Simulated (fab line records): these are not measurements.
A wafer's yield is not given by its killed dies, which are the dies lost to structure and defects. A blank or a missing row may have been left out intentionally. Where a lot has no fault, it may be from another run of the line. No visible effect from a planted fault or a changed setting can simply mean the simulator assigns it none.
Chamber matching	flow nand-harc	rie-diel-07 running NHARC_P_GATE_DESCUM_13: 4 sister chambers
The step chemistry O2, time 3 s. 4 wafers are shown with their chamber, then 10 later ones without.

== EACH WAFER AND ITS CHAMBER ==
wafer	chamber	showerhead-plenum-p-Torr (Torr)
L080.4	1	1.99
L083.6	3	1.93
L085.5	2	1.79
L089.5	0	1.99

== WAFERS WITHOUT THEIR CHAMBER ==
wafer	showerhead-plenum-p-Torr (Torr)
L089.6	1.99
L088.2	1.93
L088.3	1.99
L088.6	1.99
L093.1	1.99
L093.2	1.79
L093.4	1.98
L095.1	1.93
L095.3	1.78
L095.4	1.99

== WHICH CHAMBER EACH WENT THROUGH ==
wafer	from the rows above	in truth
L089.6	can't be placed: 0 or 1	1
L088.2	3	3
L088.3	can't be placed: 0 or 1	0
L088.6	can't be placed: 0 or 1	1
L093.1	can't be placed: 0 or 1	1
L093.2	2	2
L093.4	can't be placed: 0 or 1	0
L095.1	3	3
L095.3	2	2
L095.4	can't be placed: 0 or 1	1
Placed correctly: 4 of 10. Not placeable from these rows: 6 (in 6, the candidates include the true chamber). Placed wrongly: 0.
How it was worked out, from the rows above alone: a wafer's distance from a chamber is the root of the sum, over the readings, of the square of ((its reading less the chamber's mean) divided by the reading's scatter). The wafer belongs to the nearest chamber; if the next one is less than 2 further off, it can't be placed. The mean given for a chamber averages the wafers shown for that chamber. The scatter: root of mean squared gap, hidden wafer to nearest shown wafer, with one shown wafer a chamber.
